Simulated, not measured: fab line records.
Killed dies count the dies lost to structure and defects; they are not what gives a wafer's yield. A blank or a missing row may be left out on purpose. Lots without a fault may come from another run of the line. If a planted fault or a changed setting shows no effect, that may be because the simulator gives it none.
The tool behind it: which one? / flow nand-harc / 31 wafers from 11 lots sampled at 8 of the route's 1302 steps

== WHAT THE GAUGES READ, wafer by wafer ==
NHARC_P_START_INSPECT_01. Usual: raw-defect-count 3.4, standard deviation 2.
lot=L725; measured=day 1 20:02; on=defect-inspect-01; raw-defect-count=5 4 3; flag=
lot=L728; measured=day 3 02:02; on=defect-inspect-02; raw-defect-count=9; flag=
lot=L737; measured=day 6 20:02; on=defect-inspect-02; raw-defect-count=2 2 1; flag=
lot=L738; measured=day 7 06:02; on=defect-inspect-01; raw-defect-count=1 3 1; flag=
lot=L739; measured=day 7 16:02; on=defect-inspect-02; raw-defect-count=4 4 5; flag=
lot=L742; measured=day 8 22:02; on=defect-inspect-02; raw-defect-count=4 4 4; flag=
lot=L743; measured=day 9 08:03; on=defect-inspect-01; raw-defect-count=2 2 2; flag=
lot=L744; measured=day 9 18:02; on=defect-inspect-01; raw-defect-count=3 4 5; flag=
lot=L745; measured=day 10 04:02; on=defect-inspect-02; raw-defect-count=4 2 6; flag=
lot=L747; measured=day 11 00:02; on=defect-inspect-01; raw-defect-count=2 3 2; flag=
lot=L748; measured=day 11 10:02; on=defect-inspect-01; raw-defect-count=4 2 3; flag=

NHARC_P_ZERO_WELL_INSPECT_43. Usual: raw-defect-count 12, standard deviation 4.7.
lot=L725; measured=day 2 03:40; on=defect-inspect-01; raw-defect-count=16 13 12; flag=
lot=L728; measured=day 3 09:34; on=defect-inspect-02; raw-defect-count=30; flag=OFF
lot=L737; measured=day 7 06:02; on=defect-inspect-02; raw-defect-count=12 13 13; flag=
lot=L738; measured=day 7 13:37; on=defect-inspect-02; raw-defect-count=17 12 11; flag=
lot=L739; measured=day 7 23:27; on=defect-inspect-02; raw-defect-count=10 21 7; flag=
lot=L742; measured=day 9 05:26; on=defect-inspect-02; raw-defect-count=17 20 13; flag=
lot=L743; measured=day 9 15:37; on=defect-inspect-02; raw-defect-count=16 9 16; flag=
lot=L744; measured=day 10 01:41; on=defect-inspect-01; raw-defect-count=11 21 21; flag=
lot=L745; measured=day 10 11:45; on=defect-inspect-01; raw-defect-count=11 15 8; flag=
lot=L747; measured=day 11 07:59; on=defect-inspect-01; raw-defect-count=6 13 6; flag=
lot=L748; measured=day 11 17:37; on=defect-inspect-02; raw-defect-count=11 5 15; flag=

NHARC_P_STI_INSPECT_11. Usual: raw-defect-count 5.6, standard deviation 2.5.
lot=L725; measured=day 2 23:56; on=defect-inspect-02; raw-defect-count=8 6 3; flag=
lot=L728; measured=day 4 00:10; on=defect-inspect-01; raw-defect-count=21 14; flag=OFF
lot=L737; measured=day 7 20:53; on=defect-inspect-02; raw-defect-count=4 3 7; flag=
lot=L738; measured=day 8 06:56; on=defect-inspect-02; raw-defect-count=11 15 4; flag=
lot=L739; measured=day 8 18:09; on=defect-inspect-02; raw-defect-count=2 6 3; flag=
lot=L742; measured=day 9 20:03; on=defect-inspect-02; raw-defect-count=3 5 5; flag=
lot=L743; measured=day 10 06:44; on=defect-inspect-02; raw-defect-count=6 6 4; flag=
lot=L744; measured=day 10 16:59; on=defect-inspect-02; raw-defect-count=6 5 2; flag=
lot=L745; measured=day 11 03:29; on=defect-inspect-01; raw-defect-count=9 7 7; flag=
lot=L747; measured=day 11 22:44; on=defect-inspect-01; raw-defect-count=7 6 8; flag=
lot=L748; measured=day 12 10:28; on=defect-inspect-02; raw-defect-count=4 5 8; flag=

NHARC_END_SORT_01. Usual: killed-at-array 55, standard deviation 22; killed-at-other 1.1, standard deviation 1.4; killed-at-periphery 4, standard deviation 3.2; killed-dies 59, standard deviation 22; killed-open 3.3, standard deviation 1.8; killed-short 2.5, standard deviation 1.5.
lot=L728; measured=day 25 06:22; on=prober-01; killed-at-array=56; killed-at-other=2; killed-at-periphery=10; killed-dies=68; killed-open=5; killed-short=2; flag=

== EACH LOT AND THE TOOL THAT RAN IT (in order: tool; ch and the chambers of the sampled wafers; start) ==
lot=L725; NHARC_P_ZERO_WELL_PECVD_02=pecvd-03 ch 0,2, day 1 20:31; NHARC_P_STI_HARDBAKE_13=litho-track-07 ch 0, day 3 00:00; NHARC_P_STI_DESCUM_14=rie-diel-07 ch 0,1,3, day 3 00:06; NHARC_P_GATE_ETCHBACK_37=rie-diel-02 ch 0,3, no start
lot=L728; NHARC_P_ZERO_WELL_PECVD_02=pecvd-03 ch 0, day 3 02:36; NHARC_P_STI_HARDBAKE_13=litho-track-05 ch 0, day 4 02:23; NHARC_P_STI_DESCUM_14=rie-diel-07 ch 0, day 4 02:27; NHARC_P_GATE_ETCHBACK_37=rie-diel-02 ch 1, day 25 06:22 or earlier
lot=L737; NHARC_P_ZERO_WELL_PECVD_02=pecvd-04 ch 0,1,2, day 6 20:26; NHARC_P_STI_HARDBAKE_13=litho-track-07 ch 0, day 7 20:57; NHARC_P_STI_DESCUM_14=rie-diel-07 ch 1,2,3, day 7 21:02; NHARC_P_GATE_ETCHBACK_37=rie-diel-11 ch 0,1, no start
lot=L738; NHARC_P_ZERO_WELL_PECVD_02=pecvd-01 ch 0,2, day 7 06:27; NHARC_P_STI_HARDBAKE_13=litho-track-05 ch 0, day 8 07:00; NHARC_P_STI_DESCUM_14=rie-diel-01 ch 0,1,3, day 8 07:05; NHARC_P_GATE_ETCHBACK_37=rie-diel-04 ch 1,2,3, no start
lot=L739; NHARC_P_ZERO_WELL_PECVD_02=pecvd-01 ch 0,1, day 7 16:27; NHARC_P_STI_HARDBAKE_13=litho-track-05 ch 0, day 8 18:13; NHARC_P_STI_DESCUM_14=rie-diel-05 ch 1,2, day 8 18:17; NHARC_P_GATE_ETCHBACK_37=rie-diel-04 ch 0,1, no start
lot=L742; NHARC_P_ZERO_WELL_PECVD_02=pecvd-01 ch 1,2, day 8 22:28; NHARC_P_STI_HARDBAKE_13=litho-track-03 ch 0, day 9 20:07; NHARC_P_STI_DESCUM_14=rie-diel-07 ch 0,1,2, day 9 20:11; NHARC_P_GATE_ETCHBACK_37=rie-diel-02 ch 0,3, no start
lot=L743; NHARC_P_ZERO_WELL_PECVD_02=pecvd-03 ch 0,1,2, day 9 08:27; NHARC_P_STI_HARDBAKE_13=litho-track-07 ch 0, day 10 06:48; NHARC_P_STI_DESCUM_14=rie-diel-05 ch 1,2,3, day 10 06:53; NHARC_P_GATE_ETCHBACK_37=rie-diel-11 ch 0,1,2, no start
lot=L744; NHARC_P_ZERO_WELL_PECVD_02=pecvd-04 ch 0,1,2, day 9 18:26; NHARC_P_STI_HARDBAKE_13=litho-track-07 ch 0, day 10 17:02; NHARC_P_STI_DESCUM_14=rie-diel-01 ch 0,3, day 10 17:07; NHARC_P_GATE_ETCHBACK_37=rie-diel-11 ch 0,2, no start
lot=L745; NHARC_P_ZERO_WELL_PECVD_02=pecvd-03 ch 0,1, day 10 04:26; NHARC_P_STI_HARDBAKE_13=litho-track-05 ch 0, day 11 03:32; NHARC_P_STI_DESCUM_14=rie-diel-07 ch 1,2, day 11 03:38; NHARC_P_GATE_ETCHBACK_37=rie-diel-02 ch 0,3, no start
lot=L747; NHARC_P_ZERO_WELL_PECVD_02=pecvd-03 ch 0,1,2, day 11 00:26; NHARC_P_STI_HARDBAKE_13=litho-track-05 ch 0, day 11 22:47; NHARC_P_STI_DESCUM_14=rie-diel-01 ch 1,3, day 11 22:52; NHARC_P_GATE_ETCHBACK_37=rie-diel-11 ch 0,3, no start
lot=L748; NHARC_P_ZERO_WELL_PECVD_02=pecvd-01 ch 1,2, day 11 10:26; NHARC_P_STI_HARDBAKE_13=litho-track-07 ch 0, day 12 10:32; NHARC_P_STI_DESCUM_14=rie-diel-05 ch 0,1, day 12 10:37; NHARC_P_GATE_ETCHBACK_37=rie-diel-11 ch 0,1, no start
- NHARC_P_ZERO_WELL_PECVD_02: deposits SiO2, target thk 10 nm.
- NHARC_P_STI_HARDBAKE_13: time 65 s.
- NHARC_P_STI_DESCUM_14: chemistry O2, time 3 s.
- NHARC_P_GATE_ETCHBACK_37: etches the open film in CHF3/O2, target depth 34.5 nm, time 17.2 s.

== WHAT THE TOOLS THEMSELVES READ (means of the sampled wafers that have a number; where no wafer has one, the mark that the record gives instead) ==
NHARC_P_STI_HARDBAKE_13. Usual: exhaust-pa 45.0 Pa, standard deviation 0.86; heater-power-total-W 195.8 W, standard deviation 0.37; plate-temp-C 117.97 C, standard deviation 0.15.
lot=L725; tool=litho-track-07; exhaust-pa (Pa)=44.5; heater-power-total-W (W)=195.7; plate-temp-C (C)=117.81; flag=
lot=L728; tool=litho-track-05; exhaust-pa (Pa)=46.4; heater-power-total-W (W)=195.4; plate-temp-C (C)=118.22; flag=
lot=L737; tool=litho-track-07; exhaust-pa (Pa)=45.1; heater-power-total-W (W)=195.8; plate-temp-C (C)=117.97; flag=
lot=L738; tool=litho-track-05; exhaust-pa (Pa)=44.3; heater-power-total-W (W)=196.1; plate-temp-C (C)=118.05; flag=
lot=L739; tool=litho-track-05; exhaust-pa (Pa)=44.6; heater-power-total-W (W)=195.4; plate-temp-C (C)=117.99; flag=
lot=L742; tool=litho-track-03; exhaust-pa (Pa)=45.1; heater-power-total-W (W)=195.9; plate-temp-C (C)=117.99; flag=
lot=L743; tool=litho-track-07; exhaust-pa (Pa)=45.8; heater-power-total-W (W)=196.0; plate-temp-C (C)=117.82; flag=
lot=L744; tool=litho-track-07; exhaust-pa (Pa)=45.9; heater-power-total-W (W)=195.4; plate-temp-C (C)=117.98; flag=
lot=L745; tool=litho-track-05; exhaust-pa (Pa)=44.5; heater-power-total-W (W)=195.9; plate-temp-C (C)=118.30; flag=
lot=L747; tool=litho-track-05; exhaust-pa (Pa)=45.0; heater-power-total-W (W)=195.8; plate-temp-C (C)=118.12; flag=
lot=L748; tool=litho-track-07; exhaust-pa (Pa)=45.7; heater-power-total-W (W)=196.0; plate-temp-C (C)=118.00; flag=

NHARC_P_STI_DESCUM_14. Usual: drypump-motor-current-A 5.8 A, standard deviation 0.43; oes-product-au 1.004 a.u., standard deviation 0.01; rf-vpp-V 58.0 V, standard deviation 0.79; showerhead-plenum-p-Torr 1.92 Torr, standard deviation 0.081; throttle-valve-pct 11.312 %, standard deviation 0.0091.
lot=L725; tool=rie-diel-07; drypump-motor-current-A (A)=6.0; oes-product-au (a.u.)=1.003; rf-vpp-V (V)=57.5; showerhead-plenum-p-Torr (Torr)=1.82; throttle-valve-pct (%)=11.309; flag=
lot=L728; tool=rie-diel-07; drypump-motor-current-A (A)=6.0; oes-product-au (a.u.)=1.003; rf-vpp-V (V)=58.8; showerhead-plenum-p-Torr (Torr)=1.83; throttle-valve-pct (%)=11.302; flag=
lot=L737; tool=rie-diel-07; drypump-motor-current-A (A)=6.2; oes-product-au (a.u.)=1.005; rf-vpp-V (V)=57.9; showerhead-plenum-p-Torr (Torr)=1.86; throttle-valve-pct (%)=11.311; flag=
lot=L738; tool=rie-diel-01; drypump-motor-current-A (A)=5.5; oes-product-au (a.u.)=1.016; rf-vpp-V (V)=58.6; showerhead-plenum-p-Torr (Torr)=1.97; throttle-valve-pct (%)=11.310; flag=
lot=L739; tool=rie-diel-05; drypump-motor-current-A (A)=5.9; oes-product-au (a.u.)=1.000; rf-vpp-V (V)=57.3; showerhead-plenum-p-Torr (Torr)=1.96; throttle-valve-pct (%)=11.315; flag=
lot=L742; tool=rie-diel-07; drypump-motor-current-A (A)=6.1; oes-product-au (a.u.)=0.997; rf-vpp-V (V)=58.0; showerhead-plenum-p-Torr (Torr)=1.87; throttle-valve-pct (%)=11.308; flag=
lot=L743; tool=rie-diel-05; drypump-motor-current-A (A)=6.0; oes-product-au (a.u.)=1.000; rf-vpp-V (V)=58.2; showerhead-plenum-p-Torr (Torr)=1.95; throttle-valve-pct (%)=11.306; flag=
lot=L744; tool=rie-diel-01; drypump-motor-current-A (A)=5.4; oes-product-au (a.u.)=1.004; rf-vpp-V (V)=57.5; showerhead-plenum-p-Torr (Torr)=1.93; throttle-valve-pct (%)=11.319; flag=
lot=L745; tool=rie-diel-07; drypump-motor-current-A (A)=6.0; oes-product-au (a.u.)=1.004; rf-vpp-V (V)=58.3; showerhead-plenum-p-Torr (Torr)=1.86; throttle-valve-pct (%)=11.305; flag=
lot=L747; tool=rie-diel-01; drypump-motor-current-A (A)=5.8; oes-product-au (a.u.)=1.016; rf-vpp-V (V)=57.7; showerhead-plenum-p-Torr (Torr)=1.98; throttle-valve-pct (%)=11.298; flag=
lot=L748; tool=rie-diel-05; drypump-motor-current-A (A)=5.4; oes-product-au (a.u.)=0.994; rf-vpp-V (V)=58.0; showerhead-plenum-p-Torr (Torr)=1.96; throttle-valve-pct (%)=11.309; flag=

NHARC_P_GATE_ETCHBACK_37. Usual: drypump-motor-current-A 5.9 A, standard deviation 0.43; oes-product-au 0.95 a.u., standard deviation 0.031; rf-vpp-V 371.4 V, standard deviation 1.9; showerhead-plenum-p-Torr 2.44 Torr, standard deviation 0.076; throttle-valve-pct 20.572 %, standard deviation 0.0089.
lot=L725; tool=rie-diel-02; drypump-motor-current-A (A)=6.1; oes-product-au (a.u.)=0.96; rf-vpp-V (V)=371.2; showerhead-plenum-p-Torr (Torr)=2.47; throttle-valve-pct (%)=20.570; flag=
lot=L728; tool=rie-diel-02; drypump-motor-current-A (A)=6.1; oes-product-au (a.u.)=0.92; rf-vpp-V (V)=370.9; showerhead-plenum-p-Torr (Torr)=2.42; throttle-valve-pct (%)=20.573; flag=
lot=L737; tool=rie-diel-11; drypump-motor-current-A (A)=5.3; oes-product-au (a.u.)=0.92; rf-vpp-V (V)=371.6; showerhead-plenum-p-Torr (Torr)=2.41; throttle-valve-pct (%)=20.573; flag=
lot=L738; tool=rie-diel-04; drypump-motor-current-A (A)=5.8; oes-product-au (a.u.)=0.91; rf-vpp-V (V)=371.7; showerhead-plenum-p-Torr (Torr)=2.44; throttle-valve-pct (%)=20.576; flag=
lot=L739; tool=rie-diel-04; drypump-motor-current-A (A)=5.6; oes-product-au (a.u.)=0.92; rf-vpp-V (V)=372.6; showerhead-plenum-p-Torr (Torr)=2.48; throttle-valve-pct (%)=20.570; flag=
lot=L742; tool=rie-diel-02; drypump-motor-current-A (A)=6.0; oes-product-au (a.u.)=1.01; rf-vpp-V (V)=373.1; showerhead-plenum-p-Torr (Torr)=2.49; throttle-valve-pct (%)=20.572; flag=
lot=L743; tool=rie-diel-11; drypump-motor-current-A (A)=5.5; oes-product-au (a.u.)=0.94; rf-vpp-V (V)=371.5; showerhead-plenum-p-Torr (Torr)=2.42; throttle-valve-pct (%)=20.566; flag=
lot=L744; tool=rie-diel-11; drypump-motor-current-A (A)=5.7; oes-product-au (a.u.)=1.00; rf-vpp-V (V)=371.0; showerhead-plenum-p-Torr (Torr)=2.42; throttle-valve-pct (%)=20.569; flag=
lot=L745; tool=rie-diel-02; drypump-motor-current-A (A)=6.1; oes-product-au (a.u.)=0.94; rf-vpp-V (V)=372.0; showerhead-plenum-p-Torr (Torr)=2.46; throttle-valve-pct (%)=20.572; flag=
lot=L747; tool=rie-diel-11; drypump-motor-current-A (A)=6.2; oes-product-au (a.u.)=0.95; rf-vpp-V (V)=369.0; showerhead-plenum-p-Torr (Torr)=2.35; throttle-valve-pct (%)=20.566; flag=
lot=L748; tool=rie-diel-11; drypump-motor-current-A (A)=5.5; oes-product-au (a.u.)=0.92; rf-vpp-V (V)=369.7; showerhead-plenum-p-Torr (Torr)=2.36; throttle-valve-pct (%)=20.572; flag=

== THE ANSWER, worked out from the rows above alone ==
Rule: lot off if the mean of its wafers having a number is beyond 3 standard deviations from the usual mean. Also off: a lot with no number at a reading for which 4 or more lots have one. The other lots that the step has rows for count as sound. After the gauges, taken in route order, come the tools' own readings; for these a lot's mean is taken, as printed above. The first step at which some lot is off is used, and at that step the reading that is off furthest; a lot without a number counts as furthest.
Off at NHARC_P_ZERO_WELL_INSPECT_43 (raw-defect-count): L728.
If a tool, at a process step before that reading, ran all the lots that are off and no sound lot after the first of them, it fits. The gauges at NHARC_P_ZERO_WELL_INSPECT_43 aren't tried: what is off there is off at NHARC_P_STI_INSPECT_11 too, on other tools, and a gauge's error can't cause that. Of those tried, none fits.

== WHAT WAS PUT IN BY THE SIMULATOR ==
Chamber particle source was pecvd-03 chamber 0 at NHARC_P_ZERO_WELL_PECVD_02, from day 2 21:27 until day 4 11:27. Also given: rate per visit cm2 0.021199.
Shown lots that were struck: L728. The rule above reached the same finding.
